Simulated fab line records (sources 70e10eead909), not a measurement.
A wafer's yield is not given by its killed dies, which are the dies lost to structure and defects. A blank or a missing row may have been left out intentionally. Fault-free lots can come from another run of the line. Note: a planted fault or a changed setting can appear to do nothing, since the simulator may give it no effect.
fab line records	flow nand-harc
record: lots: 12	wafers: 36	last-day: 25
route steps=1159 shown P_GATE@131 END@1159
lots untouched by any fault: they come from a run of this same line in which no faults occurred
start-h: hours from the record's first day to the start of the lot's first wafer shown	wait-h: hours elapsed since this lot's preceding step	" unchanged from the row above	L1.1+2: a single row standing in for several wafers	- value missing, or start not given	* or withheld: withheld	< > ~ a bound
route shown NAME@n: a module of which the file shows steps, and the number in the route of the first	usual: mean and standard deviation over wafers with no fault	same: alike in all rows	chamber/n: place in a boat	sites: each site's reading	_std_site: the values' standard deviation	_edge_site: inner sites' mean taken away from outer sites' mean	radius-mm: for every site, how far away it sits from the centre of the wafer	mask NAME#n: copy n	behind: tool/chamber where the wafer was last shaped	hold: why the lot was held/for how many hours/how that ended	device: the transistor (n, p or np) that didn't switch	end of line: tests of these same wafers at the route's end	a step without rows: its recipe alone	killed: the dies lost at the first sort to structure and to defects; this is not the yield of the wafer	map: per-die view of a wafer (x killed, . not killed, _ where there is no die)
set.NAME: the setting the step ran with; set.NAME@STEP: the setting that earlier step ran with	model.NAME: the simulator's own value behind a step, which no gauge read
one table for each step of the route and one row for each wafer, over a sample of lots
services: when a tool's chamber went out of use (start-h, in hours from the record's first day, below 0 if earlier), for how many hours, and the reason
== steps ==
step: NHARC_P_GATE_HM_DEP_102
recipe: target-thk-a: 1200	temp-c: 400	material: aC
usual: throttle-valve-pct: 35.000/0.01
lot.wafer	tool	chamber	start-h	wait-h	throttle-valve-pct
L414.3	acl-dep-02	0	91.16	2.6	35.009
L414.4	"	0	"	"	34.986
L414.6	"	0	"	"	34.998
L416.1	acl-dep-03	0	102.43	0.4	34.998
L416.2	"	0	"	"	35.016
L416.5	"	0	"	"	35.001
L418.2	acl-dep-03	0	112.50	0.5	34.999
L418.4	"	0	"	"	34.997
L418.5	"	0	"	"	34.996
L420.1	acl-dep-02	0	124.08	1.9	34.986
L420.2	"	0	"	"	35.010
L420.3	"	0	"	"	35.003
L422.1	acl-dep-01	0	141.57	2.0	35.002
L422.3	"	0	"	"	34.998
L422.6	"	0	"	"	35.006
L423.2	acl-dep-02	0	141.80	2.2	35.008
L423.4	"	0	"	"	34.986
L423.6	"	0	"	"	34.996
L424.1	acl-dep-01	0	146.03	1.2	34.999
L424.4	"	0	"	"	34.998
L424.5	"	0	"	"	35.009
L429.2	acl-dep-01	0	169.34	3.0	34.988
L429.3	"	0	"	"	34.978
L429.6	"	0	"	"	34.993
L428.1	acl-dep-03	0	170.00	3.7	35.002
L428.3	"	0	"	"	35.003
L428.5	"	0	"	"	35.011
L430.1	acl-dep-01	0	182.40	2.0	34.996
L430.2	"	0	"	"	34.997
L430.6	"	0	"	"	35.020
L434.1	acl-dep-02	0	199.53	1.0	34.993
L434.2	"	0	"	"	35.003
L434.3	"	0	"	"	35.006
L437.2	acl-dep-02	0	228.37	3.3	35.009
L437.3	"	0	"	"	34.991
L437.6	"	0	"	"	34.976
step: NHARC_P_GATE_ETCH_32
recipe: target-depth-a: 1500	over-etch-frac: 1	over-etch-ion-energy-ev: 40	time-s: 100.1	hbr-flow-sccm: 150	cl2-flow-sccm: 50	rf-w: 400	icp-w: 400	bias-w: 100	chemistry: HBr/Cl2
usual: bias-w: 100.0/0.3	drypump-motor-current-A: 5.5/0.62	he-backside-leak-sccm: 2.66/0.3	oes-product-au: 0.994/0.014	throttle-valve-pct: 26.406/0.009
lot.wafer	tool	chamber	start-h	wait-h	bias-w	drypump-motor-current-A	he-backside-leak-sccm	oes-product-au	rf-hours-counter-h	throttle-valve-pct
L414.3	rie-si-02	3	93.20	-	99.6	6.5	2.27	0.975	0.4	26.412
L414.4	"	0	"	"	99.7	5.6	2.88	0.984	0.4	26.400
L414.6	"	2	"	"	99.6	5.0	2.51	0.992	-	26.423
L416.2	rie-si-05	1	104.32	-	100.0	5.6	2.58	1.017	0.2	26.413
L416.1	"	2	"	"	100.0	5.4	2.49	1.000	0.3	26.406
L416.5	"	3	"	"	100.0	4.9	3.01	0.971	-	26.405
L418.4	rie-si-02	0	114.71	-	99.7	5.6	2.83	0.995	0.5	26.399
L418.2	"	2	"	"	99.9	5.0	2.52	1.006	0.7	26.407
L418.5	"	0	"	"	99.5	5.6	2.86	0.993	-	26.390
L420.1	rie-si-01	2	126.14	-	99.9	6.4	3.03	0.996	1.4	26.413
L420.2	"	3	"	"	100.3	5.2	2.35	0.990	1.4	26.413
L420.3	"	0	"	"	100.4	5.0	2.42	0.986	1.4	26.418
L422.3	rie-si-02	3	143.59	-	100.2	6.6	2.45	0.978	0.9	26.401
L422.1	"	1	"	"	100.1	4.6	2.81	0.995	0.9	26.414
L422.6	"	0	"	"	99.8	5.6	4.63	0.999	-	26.406
L423.2	rie-si-05	2	143.87	-	99.8	5.4	2.58	0.979	0.7	26.400
L423.4	"	0	"	"	100.0	6.5	2.68	1.002	0.6	26.423
L423.6	"	2	"	"	99.6	5.4	2.60	0.984	-	26.437
L424.1	rie-si-05	3	148.04	-	99.9	4.9	2.83	0.980	0.8	26.408
L424.4	"	1	"	"	100.3	5.6	2.72	1.020	0.6	26.408
L424.5	"	2	"	"	99.9	5.4	2.56	0.995	-	26.384
L429.3	rie-si-01	3	171.28	-	100.1	5.2	2.40	1.006	0.3	26.402
L429.2	"	0	"	"	100.0	5.0	2.39	0.995	0.2	26.404
L429.6	"	3	"	"	100.7	5.2	2.36	1.016	-	26.407
L428.1	rie-si-01	3	172.22	-	100.0	5.2	2.34	1.020	0.3	26.415
L428.3	"	1	"	"	99.9	5.1	2.46	1.012	0.3	26.405
L428.5	"	3	"	"	100.3	5.2	2.38	1.010	-	26.405
L430.2	rie-si-02	2	184.61	-	99.7	5.0	2.44	1.002	1.3	26.411
L430.1	"	3	"	"	99.5	6.6	2.47	0.983	1.2	26.412
L430.6	"	2	"	"	100.2	5.0	2.48	1.009	-	26.399
L434.3	rie-si-01	3	201.70	-	100.1	5.2	2.37	1.016	0.6	26.406
L434.2	"	1	"	"	100.2	5.1	2.47	1.007	0.6	26.410
L434.1	"	2	"	"	100.0	6.4	3.06	0.997	0.6	26.409
L437.3	rie-si-01	1	230.26	-	99.7	5.1	2.56	0.989	0.8	26.402
L437.2	"	0	"	"	100.5	5.0	2.57	1.003	0.9	26.410
L437.6	"	2	"	"	99.5	6.4	2.91	0.991	-	26.407
step: NHARC_P_GATE_ALD_36
recipe: target-thk-a: 200	pulse-time-s: 60	ald-cycles: 223	temp-c: 400	material: SiNx
usual: ald-cycles: 223/0	heater-power-w: 818/54	precursor-pulse-height-rel: 1.000/0.021
lot.wafer	tool	chamber	start-h	wait-h	ald-cycles	heater-power-w	precursor-pulse-height-rel
L414.3	ald-sin-01	2	95.02	-	223	847	0.996
L414.4	"	3	96.07	-	223	821	1.011
L414.6	"	2	99.24	-	223	829	0.978
L416.1	ald-sin-02	3	105.11	-	223	863	1.008
L416.2	"	1	107.25	-	223	913	0.972
L416.5	"	3	109.39	-	223	874	1.014
L418.2	ald-sin-02	1	115.53	-	223	916	1.010
L418.4	"	3	117.63	-	223	862	0.983
L418.5	"	1	119.74	-	223	929	1.011
L420.2	ald-sin-04	3	126.93	-	223	720	0.990
L420.3	"	1	129.02	-	223	823	1.002
L420.1	"	2	130.06	-	223	779	1.017
L422.1	ald-sin-02	1	144.39	-	223	922	1.006
L422.3	"	3	146.50	-	223	867	1.016
L422.6	"	1	148.61	-	223	901	0.993
L423.2	ald-sin-04	2	145.73	-	223	777	1.010
L423.4	"	3	146.79	-	223	721	1.001
L423.6	"	1	148.90	-	223	842	1.015
L424.4	ald-sin-01	1	148.81	-	223	821	0.991
L424.1	"	0	151.99	-	223	850	1.030
L424.5	"	1	153.05	-	223	813	1.014
L429.2	ald-sin-04	1	174.17	-	223	828	1.005
L429.3	"	2	175.22	-	223	780	0.988
L429.6	"	3	176.27	-	223	692	0.991
L428.1	ald-sin-04	0	180.53	-	223	760	0.982
L428.3	"	1	181.62	-	223	836	0.990
L428.5	"	3	183.78	-	223	703	1.007
L430.1	ald-sin-01	2	186.46	-	169	806	1.008
L430.2	"	0	188.61	-	169	840	0.987
L430.6	"	1	189.69	-	223	812	0.959
L434.2	ald-sin-01	1	202.50	-	169	822	1.012
L434.3	"	3	204.61	-	223	877	1.030
L434.1	"	0	205.67	-	169	872	1.000
L437.2	ald-sin-02	1	232.14	-	223	916	1.022
L437.3	"	2	233.21	-	223	820	0.996
L437.6	"	1	236.43	-	223	924	1.000
step: NHARC_P_GATE_STRIP_101
recipe: time-s: 20	o2-flow-sccm: 500	ar-flow-sccm: 0	bias-w: 0	chemistry: O2
usual: drypump-motor-current-A: 5.7/0.44	oes-product-au: 1.001/0.013	rf-vpp-V: 57.6/0.91	showerhead-plenum-p-Torr: 3.49/0.18	throttle-valve-pct: 17.036/0.0093
same: bias-w: 0
lot.wafer	tool	chamber	start-h	wait-h	drypump-motor-current-A	oes-product-au	rf-hours-counter-h	rf-vpp-V	showerhead-plenum-p-Torr	throttle-valve-pct
L414.3	rie-diel-01	2	103.62	0.1	6.3	0.994	43	58.9	3.76	17.029
L414.4	"	0	"	"	5.9	0.989	42	57.8	3.30	17.040
L414.6	"	1	"	"	5.2	0.973	-	57.8	3.29	17.045
L416.2	rie-diel-01	1	114.81	0.1	5.2	0.984	44	57.1	3.29	17.028
L416.1	"	2	"	"	6.3	0.999	46	57.1	3.76	17.035
L416.5	"	1	"	"	5.2	0.985	-	56.3	3.29	17.034
L418.2	rie-diel-13	1	125.11	0.1	5.9	1.006	1	58.1	3.71	17.042
L418.4	"	0	"	"	6.1	1.009	3	56.9	3.41	17.029
L418.5	"	1	"	"	5.9	0.995	-	58.0	3.71	17.026
L420.1	rie-diel-03	0	136.53	0.1	5.7	0.991	34	57.6	3.63	17.049
L420.3	"	1	"	"	5.7	1.030	36	57.4	3.46	17.035
L420.2	"	2	"	"	5.5	1.018	36	58.4	3.64	17.034
L422.1	rie-diel-13	3	154.35	0.4	4.8	1.022	10	57.2	3.29	17.020
L422.3	"	1	"	"	5.9	1.001	8	57.1	3.70	17.036
L422.6	"	0	"	"	6.1	1.010	-	57.1	3.40	17.048
L423.4	rie-diel-13	3	154.58	0.2	4.8	1.014	10	56.9	3.29	17.033
L423.2	"	0	"	"	6.1	1.007	10	57.1	3.40	17.040
L423.6	"	0	"	"	6.1	1.017	-	56.9	3.40	17.022
L424.4	rie-diel-03	3	158.65	0.3	5.6	1.013	39	57.3	3.52	17.029
L424.1	"	0	"	"	5.7	0.987	43	57.1	3.62	17.061
L424.5	"	2	"	"	5.5	1.017	-	56.4	3.64	17.025
L429.2	rie-diel-13	1	181.64	0.1	5.9	0.991	13	56.4	3.70	17.029
L429.3	"	3	"	"	4.8	1.006	16	57.0	3.29	17.041
L429.6	"	1	"	"	5.9	1.004	-	57.5	3.70	17.031
L428.1	rie-diel-01	3	188.13	0.1	5.1	0.971	12	58.7	3.69	17.027
L428.3	"	0	"	"	5.9	0.973	12	56.0	3.29	17.043
L428.5	"	0	"	"	5.8	0.989	-	56.7	3.29	17.040
L430.2	rie-diel-03	2	195.14	0.1	5.5	1.013	56	58.7	3.63	17.046
L430.1	"	0	"	"	5.7	0.996	56	57.9	3.62	17.041
L430.6	"	3	"	"	5.6	1.016	-	57.1	3.51	17.050
L434.2	rie-diel-13	3	212.10	0.1	4.8	1.003	23	58.2	3.28	17.024
L434.3	"	0	"	"	6.1	1.020	21	57.7	3.40	17.025
L434.1	"	2	"	"	5.8	0.994	23	58.4	3.30	17.030
L437.2	rie-diel-03	3	242.17	1.4	5.6	1.002	5	58.0	3.50	17.044
L437.3	"	0	"	"	5.7	1.013	5	57.5	3.61	17.053
L437.6	"	3	"	"	5.6	0.998	-	58.6	3.50	17.043
step: NHARC_END_SORT_01
recipe: temp-c: 25
usual: killed-at-array: 27/10	killed-at-other: 0.6/0.96	killed-at-periphery: 3.4/2.7	killed-dies: 31/10	killed-open: 2.9/1.8	killed-short: 1.8/1.4
same: gross-dies: 677
lot.wafer	tool	chamber	start-h	wait-h	killed-at-array	killed-at-other	killed-at-periphery	killed-dies	killed-open	killed-short
L429.2	prober-02	0	510.37	2.8	35	0	1	36	3	0
L429.3	prober-02	0	511.16	3.1	34	0	1	35	2	0
L429.6	prober-02	0	513.56	4.0	30	0	6	36	8	4
L430.1	prober-02	0	531.34	2.5	15	0	1	16	5	3
L428.1	prober-01	0	531.39	2.5	35	2	2	39	3	1
L428.3	prober-01	0	532.99	3.1	26	0	4	30	5	1
killed by level:class
L429.2 A_SLIT:chamber-film-flake=16 A_CHANNEL_HOLE_D1:chamber-film-flake=8 A_CONTACT:chamber-film-flake=7 A_STAIRCASE:chamber-film-flake=2 P_M2:geometric-particle:open=1 A_CHANNEL_HOLE_D1:geometric-particle:open=1 A_M1:geometric-particle:open=1
L429.3 A_SLIT:chamber-film-flake=14 A_CHANNEL_HOLE_D1:chamber-film-flake=13 A_STAIRCASE:chamber-film-flake=2 A_CONTACT:chamber-film-flake=2 P_M0:geometric-particle:open=1 A_CHANNEL_FILL_D1:geometric-particle:open=1 A_ZERO_WELL:chamber-film-flake=1 A_BLC:chamber-film-flake=1
L429.6 A_CHANNEL_HOLE_D1:chamber-film-flake=10 A_SLIT:chamber-film-flake=10 P_M0:geometric-particle:open=4 A_STAIRCASE:chamber-film-flake=3 P_CONTACT:geometric-particle:open=1 P_M2:geometric-particle:short=1 A_ONON_D1:geometric-particle:short=1 A_CHANNEL_HOLE_D1:geometric-particle:short=1
L430.1 A_CHANNEL_HOLE_D1:chamber-film-flake=5 A_CHANNEL_FILL_D1:geometric-particle:open=2 A_CONTACT:chamber-film-flake=2 P_CONTACT:geometric-particle:short=1 A_ONON_D1:geometric-particle:open=1 A_CHANNEL_FILL_D1:geometric-particle:short=1 A_SGD_CUT:geometric-particle:open=1 A_WL_FILL:geometric-particle:open=1
L428.1 A_CHANNEL_HOLE_D1:chamber-film-flake=26 A_CONTACT:chamber-film-flake=3 A_CONTACT:geometric-particle:open=2 THIN_TSV:chamber-film-flake=2 P_M1:geometric-particle:short=1 A_CHANNEL_HOLE_D1:geometric-particle:open=1 P_ZERO_WELL:chamber-film-flake=1 A_ZERO_WELL:chamber-film-flake=1
L428.3 A_CHANNEL_HOLE_D1:chamber-film-flake=16 A_STAIRCASE:chamber-film-flake=3 A_CONTACT:chamber-film-flake=3 P_CONTACT:geometric-particle:open=1 P_M1:geometric-particle:open=1 P_M2:geometric-particle:short=1 A_CHANNEL_FILL_D1:geometric-particle:open=1 A_CONTACT:geometric-particle:open=1
== services ==
tool	chamber	start-h	hours	kind
rie-si-05	2	68.09	4.3	repair
rie-si-05	1	80.66	9.5	repair
ald-sin-04	-	88.88	0.7	repair
rie-diel-03	3	95.70	5.2	repair
rie-diel-13	-	99.01	9.0	pm
ald-sin-01	-	108.83	0.9	repair
acl-dep-01	-	111.07	13.0	pm
rie-diel-03	3	114.22	4.6	repair
rie-diel-13	1	114.66	9.2	repair
rie-si-01	-	123.44	0.8	repair
rie-diel-01	0	125.14	5.7	repair
rie-si-01	-	127.00	9.0	pm
rie-diel-01	-	146.45	9.0	pm
ald-sin-02	1	152.39	4.9	repair
acl-dep-03	-	158.38	4.9	repair
acl-dep-02	-	169.99	13.0	pm
rie-diel-13	-	187.65	0.8	repair
ald-sin-04	-	189.72	10.0	pm
rie-si-02	3	204.97	4.6	repair
rie-si-02	-	211.00	9.0	pm
rie-diel-03	-	215.35	9.0	pm
rie-diel-01	3	215.88	9.7	repair
acl-dep-03	-	224.24	13.0	pm
rie-si-05	-	229.51	0.4	repair
== key ==
first-sign: step: NHARC_P_GATE_ALD_36	reading: ald-cycles	direction: down	sigmas: 99+	usual: 223	struck: 169
effect none on later readings
met-at NHARC_P_GATE_ALD_36
struck-lots L430,L434
struck-wafers L430.1,L430.2,L434.1,L434.2
tester-left-out L430,L434
not-acting-at NHARC_P_GATE_HM_DEP_102,NHARC_P_GATE_ETCH_32,NHARC_P_GATE_STRIP_101
onset-between 148.81 186.46
fault: kind: process-parameter-drift	tool: ald-sin-01	chamber: -	onset-h: 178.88	steps: NHARC_P_GATE_ALD_36	channel: ald-cycles	offset: -54	shape: step	end-h: 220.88	scope: struck-wafers-only	stated: 223
tester-left-out: of these lots the tester's yield and bins aren't shown, on N5 and GAA mostly nor the transistor test; their killed dies are dies lost to structure and defects alone, not to doping, threshold or leakage, so they don't give the yield
